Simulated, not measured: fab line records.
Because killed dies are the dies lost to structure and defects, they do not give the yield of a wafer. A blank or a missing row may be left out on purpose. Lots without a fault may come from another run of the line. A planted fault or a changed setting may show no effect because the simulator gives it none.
fab line records	flow nandHarc
record: lots: 6	wafers: 18	lastDay: 23
route steps=1159 shown A_SGD_CUT@751 END@1159
lots that met no fault: from a run of the same line without faults
startH: the number of hours between the record's first day and the start of the first shown wafer of the lot	waitH: hours elapsed since this lot's preceding step	" same as the row above	L1.1+2: several wafers, shown together as one row	- no value, or no start was given	* or withheld: withheld	< > ~ a bound
route shown NAME@n: names a module that has steps shown in the file, with the first one's number in the route	usual: mean/standard deviation of fault-free wafers	same: alike in all rows	chamber/n: place in a boat	sites: per-site readings	_std_site: how widely they spread, as a standard deviation	_edge_site: mean of outer sites minus mean of inner sites	radiusMm: how far each site lies from the wafer's centre	mask NAME#n: copy n	behind: the last tool/chamber to shape the wafer	hold: why the lot went on hold/how many hours it stayed there/how the hold came to an end	device: whichever transistor did not switch (one of n, p or np)	end of line: the route-end tests of the same wafers	a step without rows: its recipe alone	killed: the dies lost at the first sort to structure and to defects; this is not the yield of the wafer	map: the dies of a wafer, with x for killed, . for not killed, _ for no die there
set.NAME: the setting that was run; set.NAME@STEP: the one run at that earlier step	model.NAME: the simulator's own value behind a step, which no gauge read
lots at some steps of the route; a table a step, a row a wafer
services: the hour from which a tool's chamber was out of use, counted from the record's first day as startH (under 0 if before that day), plus the number of hours and why
== steps ==
step: NHARC_A_SGD_CUT_COAT_57
recipe: tempC: 225	timeS: 65
step: NHARC_A_SGD_CUT_COAT_03
recipe: spinRpm: 1500	resistThkNm: 90
step: NHARC_A_SGD_CUT_SOFTBAKE_04
recipe: tempC: 105	timeS: 55
step: NHARC_A_SGD_CUT_EBR_05
step: NHARC_A_SGD_CUT_EXPOSE_06
recipe: na: 1.35	doseMj: 85.59	maskId: SGD
step: NHARC_A_SGD_CUT_PEB_07
recipe: pebTempC: 100	pebTimeS: 65
step: NHARC_A_SGD_CUT_DEVELOP_08
recipe: developTimeS: 35	devTempC: 23
step: NHARC_A_SGD_CUT_CD_MEAS_09
recipe: targetCdNm: 100	landingEnergyEv: 500
usual: cdNm: 100.4/0.88
lot.wafer	tool	chamber	startH	waitH	cdNm
L878.3	cdSem-01	0	314.47	-	99.4
L878.4	"	0	"	"	99.9
L878.6	"	0	"	"	100.8
L879.2	cdSem-01	0	314.82	-	100.7
L879.3	"	0	"	"	99.2
L879.5	"	0	"	"	99.4
L886.3	cdSem-01	0	362.89	-	100.6
L886.5	"	0	"	"	100.1
L886.6	"	0	"	"	100.5
L889.2	cdSem-01	0	365.53	-	100.6
L889.3	"	0	"	"	100.9
L889.6	"	0	"	"	101.7
L892.2	cdSem-01	0	386.66	-	100.4
L892.4	"	0	"	"	100.7
L892.6	"	0	"	"	100.1
L894.2	cdSem-01	0	416.10	-	100.1
L894.4	"	0	"	"	100.6
L894.5	"	0	"	"	99.8
step: NHARC_A_SGD_CUT_OVL_MEAS_10
usual: overlayXNm: 0.1/0.81	overlayYNm: 0.2/0.74
lot.wafer	tool	chamber	startH	waitH	overlayXNm	overlayYNm
L878.3	overlay-02	-	314.55	-	-0.2	-0.6
L878.4	"	-	"	"	-0.7	-0.7
L878.6	"	-	"	"	-0.4	-0.4
L879.2	overlay-02	-	314.90	-	-0.1	0.9
L879.3	"	-	"	"	-0.6	0.2
L879.5	"	-	"	"	-0.2	0.0
L886.3	overlay-01	-	362.97	-	-0.3	-0.2
L886.5	"	-	"	"	-0.2	0.2
L886.6	"	-	"	"	-0.2	-0.1
L889.2	overlay-02	-	365.61	-	1.1	0.0
L889.3	"	-	"	"	1.0	-0.2
L889.6	"	-	"	"	1.1	0.1
L892.2	overlay-01	-	386.75	-	-0.8	0.0
L892.4	"	-	"	"	0.3	0.2
L892.6	"	-	"	"	0.1	0.5
L894.2	overlay-01	-	416.19	-	1.0	0.3
L894.4	"	-	"	"	0.9	-0.7
L894.5	"	-	"	"	1.0	0.2
step: NHARC_A_SGD_CUT_INSPECT_11
usual: rawDefectCount: 18/11
lot.wafer	tool	chamber	startH	waitH	rawDefectCount
L878.3	defectInspect-01	-	314.59	0.0	16
L878.4	"	-	"	"	20
L878.6	"	-	"	"	18
L879.2	defectInspect-01	-	314.94	0.0	4
L879.3	"	-	"	"	10
L879.5	"	-	"	"	5
L886.3	defectInspect-01	-	363.01	0.0	8
L886.5	"	-	"	"	12
L886.6	"	-	"	"	17
L889.2	defectInspect-01	-	365.65	0.0	10
L889.3	"	-	"	"	9
L889.6	"	-	"	"	11
L892.2	defectInspect-01	-	386.79	0.0	35
L892.4	"	-	"	"	36
L892.6	"	-	"	"	24
L894.2	defectInspect-01	-	416.22	0.0	7
L894.4	"	-	"	"	5
L894.5	"	-	"	"	7
step: NHARC_A_SGD_CUT_DESCUM_14
recipe: timeS: 3	o2FlowSccm: 200	arFlowSccm: 0	biasPowerW: 0	chemistry: O2
usual: drypumpMotorCurrentA: 5.6/0.52	oesProductAu: 0.998/0.015	rfVppV: 57.8/0.79	showerheadPlenumPTorr: 1.92/0.068	throttleValvePct: 11.309/0.0094
lot.wafer	tool	chamber	startH	waitH	drypumpMotorCurrentA	oesProductAu	rfHoursCounterH	rfVppV	showerheadPlenumPTorr	throttleValvePct
L878.3	rieDiel-10	3	314.67	0.1	5.9	1.006	9	57.1	1.97	11.316
L878.6	"	0	"	"	5.9	1.015	-	58.7	1.88	11.294
L878.4	"	1	"	"	4.7	0.988	-	58.3	1.98	11.306
L879.2	rieDiel-13	2	315.00	0.1	5.8	0.994	3	57.2	1.79	11.312
L879.3	"	0	"	"	5.6	0.984	2	58.0	1.97	11.299
L879.5	"	2	"	"	5.8	0.994	-	57.4	1.79	11.308
L886.3	rieDiel-10	2	363.09	0.1	6.7	1.000	0	57.8	1.96	11.314
L886.6	"	3	"	"	5.9	1.004	-	56.3	1.97	11.286
L886.5	"	0	"	"	5.9	1.011	-	57.1	1.88	11.298
L889.2	rieDiel-10	0	365.72	0.1	5.9	0.997	0	57.0	1.88	11.292
L889.3	"	2	"	"	6.7	0.977	0	58.3	1.96	11.305
L889.6	"	3	"	"	5.9	0.990	-	58.2	1.97	11.319
L892.2	rieDiel-13	3	386.86	0.1	5.3	0.993	10	57.8	1.92	11.302
L892.4	"	0	"	"	5.6	0.975	9	58.9	1.97	11.305
L892.6	"	3	"	"	5.3	1.004	-	57.3	1.92	11.296
L894.4	rieDiel-09	0	416.28	0.1	5.5	1.016	19	58.2	1.99	11.331
L894.2	"	2	"	"	5.9	1.020	17	56.7	1.79	11.327
L894.5	"	0	"	"	5.5	1.028	-	56.4	1.99	11.312
step: NHARC_A_SGD_CUT_ETCH_58
recipe: targetDepthA: 390	overEtchFrac: 0.3	timeS: 65	ionEnergyEv: 80	cf4FlowSccm: 150	arFlowSccm: 0	rfW: 300	biasW: 100	chemistry: CF4
usual: drypumpMotorCurrentA: 5.6/0.55	oesProductAu: 0.995/0.014	overEtchFrac: 0.3/0	rfFwdPowerW: 297.5/1.1	rfVppV: 151.3/1.2	showerheadPlenumPTorr: 1.78/0.057	throttleValvePct: 13.284/0.0083
lot.wafer	tool	chamber	startH	waitH	drypumpMotorCurrentA	oesProductAu	overEtchFrac	rfFwdPowerW	rfHoursCounterH	rfVppV	showerheadPlenumPTorr	throttleValvePct
L878.3	rieDiel-10	1	314.77	0.1	4.7	0.990	0.3	298.2	7	152.5	1.83	13.278
L878.4	"	3	"	"	5.9	0.998	0.3	298.7	-	152.3	1.81	13.288
L878.6	"	1	"	"	4.7	0.995	0.3	298.6	-	152.2	1.83	13.286
L879.3	rieDiel-13	0	315.10	0.1	5.5	0.975	0.3	300.7	2	153.3	1.82	13.278
L879.2	"	3	"	"	5.3	0.987	0.3	296.7	3	151.2	1.77	13.276
L879.5	"	3	"	"	5.3	0.991	0.3	297.8	-	151.5	1.77	13.278
L886.3	rieDiel-10	2	363.16	0.1	6.7	0.985	0.3	296.5	0	151.8	1.81	13.292
L886.5	"	1	"	"	4.7	0.963	0.3	297.5	-	150.9	1.83	13.299
L886.6	"	2	"	"	6.7	0.969	0.3	297.2	-	152.2	1.81	13.282
L889.3	rieDiel-10	0	365.80	0.1	6.0	1.015	0.3	296.9	0	149.5	1.74	13.285
L889.2	"	1	"	"	4.7	0.979	0.3	297.1	0	151.5	1.83	13.269
L889.6	"	1	"	"	4.7	0.969	0.3	297.8	-	151.6	1.83	13.280
L892.2	rieDiel-13	2	386.93	0.1	5.8	0.992	0.3	296.7	10	149.9	1.66	13.286
L892.4	"	0	"	"	5.5	0.990	0.3	299.2	9	152.6	1.82	13.294
L892.6	"	2	"	"	5.8	0.992	0.3	298.7	-	148.5	1.66	13.287
L894.4	rieDiel-09	0	416.37	0.1	5.4	1.009	0.3	297.0	19	152.3	1.84	13.288
L894.2	"	1	"	"	5.9	0.991	0.3	297.1	19	152.1	1.78	13.284
L894.5	"	0	"	"	5.4	1.017	0.3	296.4	-	151.9	1.84	13.289
step: NHARC_A_SGD_CUT_ETCH_59
recipe: targetDepthA: 2600	overEtchFrac: 0.25	timeS: 406.25	ionEnergyEv: 200	n2FlowSccm: 150	h2FlowSccm: 150	arFlowSccm: 0	rfW: 400	biasW: 150	chemistry: N2/H2
usual: drypumpMotorCurrentA: 5.6/0.55	oesProductAu: 0.997/0.013	overEtchFrac: 0.25/0	rfFwdPowerW: 399.2/1.1	rfVppV: 430.6/2.2	showerheadPlenumPTorr: 2.05/0.073	throttleValvePct: 14.172/0.0087
lot.wafer	tool	chamber	startH	waitH	drypumpMotorCurrentA	oesProductAu	overEtchFrac	rfFwdPowerW	rfHoursCounterH	rfVppV	showerheadPlenumPTorr	throttleValvePct
L878.3	rieDiel-10	3	314.94	-	5.9	0.992	0.25	399.2	9	432.0	2.10	14.170
L878.4	"	1	"	"	4.7	0.997	0.25	400.4	-	433.2	2.11	14.181
L878.6	"	3	"	"	5.9	0.998	0.25	398.0	-	433.5	2.10	14.162
L879.2	rieDiel-13	3	315.24	-	5.3	0.998	0.25	400.4	3	431.6	2.05	14.183
L879.3	"	0	"	"	5.6	0.979	0.25	397.4	3	431.2	2.10	14.179
L879.5	"	2	"	"	5.8	0.995	0.25	398.1	-	426.9	1.90	14.178
L886.3	rieDiel-10	0	363.24	-	5.9	0.994	0.45655	399.4	0	430.4	2.00	14.165
L886.5	"	0	"	"	6.0	1.002	0.45655	399.5	-	429.6	2.00	14.176
L886.6	"	1	"	"	4.7	0.982	0.45655	399.9	-	433.4	2.11	14.177
L889.3	rieDiel-10	2	365.95	-	6.7	0.982	0.45655	401.2	0	431.4	2.09	14.171
L889.2	"	3	"	"	5.9	0.998	0.45655	399.4	0	431.7	2.10	14.178
L889.6	"	0	"	"	5.9	1.005	0.45655	397.8	-	430.4	2.00	14.189
L892.2	rieDiel-13	0	387.02	-	5.6	0.984	0.25	400.5	9	431.6	2.10	14.170
L892.4	"	1	"	"	5.6	1.009	0.25	399.0	10	430.0	2.01	14.177
L892.6	"	1	"	"	5.6	0.992	0.25	398.3	-	429.2	2.01	14.187
L894.4	rieDiel-09	3	416.49	-	4.9	1.004	0.25	400.4	17	429.5	2.04	14.172
L894.2	"	1	"	"	5.9	0.989	0.25	397.0	19	431.3	2.06	14.173
L894.5	"	3	"	"	4.9	0.995	0.25	397.1	-	430.5	2.04	14.166
step: NHARC_A_SGD_CUT_ETCH_15
recipe: targetDepthA: 750	timeS: 64.3	ch3fFlowSccm: 50	o2FlowSccm: 30	arFlowSccm: 200	rfW: 500	biasW: 100	chemistry: CH3F/O2
usual: drypumpMotorCurrentA: 5.6/0.53	oesProductAu: 0.958/0.021	rfFwdPowerW: 495.8/1.8	rfVppV: 263.9/1.5	showerheadPlenumPTorr: 2.46/0.084	throttleValvePct: 20.663/0.0093
lot.wafer	tool	chamber	startH	waitH	drypumpMotorCurrentA	oesProductAu	rfFwdPowerW	rfHoursCounterH	rfVppV	showerheadPlenumPTorr	throttleValvePct
L878.3	rieDiel-10	0	-	-	6.0	0.979	494.3	10	263.0	2.41	20.665
L878.6	"	3	"	"	5.9	0.952	496.0	-	264.9	2.52	20.648
L878.4	"	0	"	"	5.9	0.974	495.8	-	263.3	2.41	20.656
L879.2	rieDiel-13	3	-	-	5.3	0.952	496.6	3	263.8	2.47	20.658
L879.3	"	2	"	"	5.8	0.943	500.0	3	260.1	2.30	20.650
L879.5	"	2	"	"	5.8	0.959	498.7	-	261.2	2.30	20.677
L886.3	rieDiel-10	1	-	-	4.7	0.943	496.0	0	265.9	2.54	20.658
L886.6	"	3	"	"	5.9	0.957	496.7	-	265.6	2.52	20.681
L886.5	"	0	"	"	6.0	0.960	493.9	-	262.7	2.41	20.666
L889.3	rieDiel-10	1	-	-	4.7	0.947	498.9	1	265.0	2.54	20.672
L889.2	"	2	"	"	6.7	0.973	496.7	0	264.9	2.52	20.665
L889.6	"	0	"	"	5.9	0.959	491.1	-	264.0	2.41	20.676
L892.4	rieDiel-13	3	-	-	5.3	0.948	495.1	10	263.4	2.47	20.653
L892.2	"	1	"	"	5.6	0.975	493.3	10	264.5	2.43	20.683
L892.6	"	2	"	"	5.8	0.938	497.9	-	261.0	2.30	20.677
L894.4	rieDiel-09	2	-	-	5.9	0.987	495.1	17	261.3	2.30	20.654
L894.2	"	3	"	"	4.9	0.983	496.2	17	263.5	2.46	20.660
L894.5	"	0	"	"	5.4	0.970	493.5	-	264.3	2.56	20.664
step: NHARC_END_SORT_01
recipe: tempC: 25
usual: killedAtArray: 28/11	killedAtOther: 0.8/1.1	killedAtPeriphery: 3.3/2.8	killedDies: 32/11	killedOpen: 3.3/1.9	killedShort: 1.9/1.4
same: grossDies: 677
lot.wafer	tool	chamber	startH	waitH	killedAtArray	killedAtOther	killedAtPeriphery	killedDies	killedOpen	killedShort
L886.3	prober-01	0	496.27	3.1	27	1	2	30	5	3
L886.5	prober-01	0	497.86	3.7	13	1	3	17	1	2
L886.6	prober-01	0	498.65	4.0	32	1	2	35	6	1
L889.2	prober-01	0	511.01	2.8	27	0	3	30	1	2
L889.3	prober-01	0	511.81	3.1	29	0	1	30	3	0
L889.6	prober-01	0	514.18	4.0	32	0	1	33	3	1
L894.2	prober-01	0	553.91	2.8	19	1	1	21	3	1
L894.4	prober-01	0	555.54	3.4	13	0	1	14	4	4
L894.5	prober-01	0	556.35	3.8	20	0	2	22	3	4
killed by level:class
L886.3 A_SGD_CUT:chamberFilmFlake=8 A_CHANNEL_HOLE_D1:chamberFilmFlake=5 A_STAIRCASE:chamberFilmFlake=3 A_BLC:chamberFilmFlake=3 A_CONTACT:geometricParticle:open=2 P_M0:geometricParticle:open=1 A_ONON_D1:geometricParticle:open=1 A_CHANNEL_HOLE_D1:geometricParticle:open=1
L886.5 A_STAIRCASE:chamberFilmFlake=4 A_CHANNEL_HOLE_D1:chamberFilmFlake=3 A_SGD_CUT:chamberFilmFlake=3 A_ONON_D1:geometricParticle:short=2 P_M1:chamberFilmFlake=2 A_M0:geometricParticle:open=1 P_STI:chamberFilmFlake=1 THIN_TSV:chamberFilmFlake=1
L886.6 A_CHANNEL_HOLE_D1:chamberFilmFlake=7 A_STAIRCASE:chamberFilmFlake=7 A_SGD_CUT:chamberFilmFlake=6 A_BLC:chamberFilmFlake=4 A_CONTACT:geometricParticle:open=3 P_CONTACT:geometricParticle:open=1 A_SGD_CUT:geometricParticle:short=1 A_M0:geometricParticle:open=1
L889.2 A_SLIT:chamberFilmFlake=9 A_CONTACT:chamberFilmFlake=7 A_STAIRCASE:chamberFilmFlake=3 A_WL_FILL:chamberFilmFlake=3 A_CHANNEL_HOLE_D1:chamberFilmFlake=2 P_GATE:geometricParticle:open=1 P_M0:geometricParticle:short=1 A_ONON_D1:geometricParticle:short=1
L889.3 A_SLIT:chamberFilmFlake=12 A_STAIRCASE:chamberFilmFlake=5 A_SGD_CUT:chamberFilmFlake=4 A_WL_FILL:chamberFilmFlake=3 A_M0:geometricParticle:open=2 A_CHANNEL_FILL_D1:geometricParticle:open=1 P_ZERO_WELL:chamberFilmFlake=1 A_CHANNEL_HOLE_D1:chamberFilmFlake=1
L889.6 A_SLIT:chamberFilmFlake=12 A_CONTACT:chamberFilmFlake=7 A_STAIRCASE:chamberFilmFlake=4 A_ZERO_WELL:chamberFilmFlake=2 A_CHANNEL_HOLE_D1:chamberFilmFlake=2 A_WL_FILL:chamberFilmFlake=2 P_STI:geometricParticle:open=1 A_ONON_D1:geometricParticle:open=1
L894.2 A_CONTACT:chamberFilmFlake=8 A_CHANNEL_HOLE_D1:chamberFilmFlake=5 A_WL_FILL:chamberFilmFlake=2 P_M0:geometricParticle:open=1 A_WL_FILL:geometricParticle:short=1 A_CONTACT:geometricParticle:open=1 A_BLC:geometricParticle:open=1 A_STAIRCASE:chamberFilmFlake=1
L894.4 A_CONTACT:chamberFilmFlake=4 A_CHANNEL_FILL_D1:geometricParticle:short=2 A_SGD_CUT:geometricParticle:open=2 A_CHANNEL_HOLE_D1:chamberFilmFlake=2 P_CONTACT:geometricParticle:short=1 A_ONON_D1:geometricParticle:short=1 A_CHANNEL_FILL_D1:geometricParticle:open=1 A_BLC:geometricParticle:open=1
L894.5 A_CHANNEL_HOLE_D1:chamberFilmFlake=6 A_CONTACT:chamberFilmFlake=5 A_CHANNEL_FILL_D1:geometricParticle:short=2 P_CONTACT:geometricParticle:open=1 A_ONON_D1:geometricParticle:open=1 A_SGD_CUT:geometricParticle:short=1 A_M0:geometricParticle:open=1 A_M1:geometricParticle:short=1
== services ==
tool	chamber	startH	hours	kind
rieDiel-10	0	308.00	-	clean
rieDiel-10	1	308.00	-	clean
rieDiel-10	2	308.00	-	clean
rieDiel-10	3	308.00	-	clean
rieDiel-10	2	309.88	47.2	repair
rieDiel-13	1	314.74	4.5	repair
rieDiel-13	0	331.38	6.9	repair
rieDiel-10	0	332.50	-	clean
rieDiel-10	1	332.50	-	clean
rieDiel-10	3	332.50	-	clean
rieDiel-09	-	350.58	1.1	repair
rieDiel-10	-	353.50	9.0	pm
rieDiel-10	0	353.50	9.0	ventCycle
rieDiel-10	1	353.50	9.0	ventCycle
rieDiel-10	3	353.50	9.0	ventCycle
rieDiel-10	0	362.50	-	clean
rieDiel-10	1	362.50	-	clean
rieDiel-10	2	362.50	-	clean
rieDiel-10	3	362.50	-	clean
rieDiel-10	0	387.01	-	clean
rieDiel-10	1	387.01	-	clean
rieDiel-10	2	387.01	-	clean
rieDiel-10	3	387.01	-	clean
rieDiel-10	1	397.67	4.3	repair
== key ==
firstSign: step: NHARC_A_SGD_CUT_ETCH_59	reading: overEtchFrac	direction: up	sigmas: 99+	usual: 0.25	struck: 0.45655
effect none on later readings
metAt NHARC_A_SGD_CUT_ETCH_59
struckWafers L886.3,L886.5,L886.6,L889.2,L889.3,L889.6
testerLeftOut L886,L889
onsetBetween 314.94 363.24
fault: kind: processParameterDrift	tool: rieDiel-10	chamber: -	onsetH: 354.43	steps: NHARC_A_SGD_CUT_ETCH_59	channel: overEtchFrac	offset: 0.20655	shape: step	endH: 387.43	actsIn: theseRecipesOnly	stated: 0.25
testerLeftOut: of these lots the tester's yield and bins aren't shown, on N5 and GAA mostly nor the transistor test; their killed dies are dies lost to structure and defects alone, not to doping, threshold or leakage, so they don't give the yield
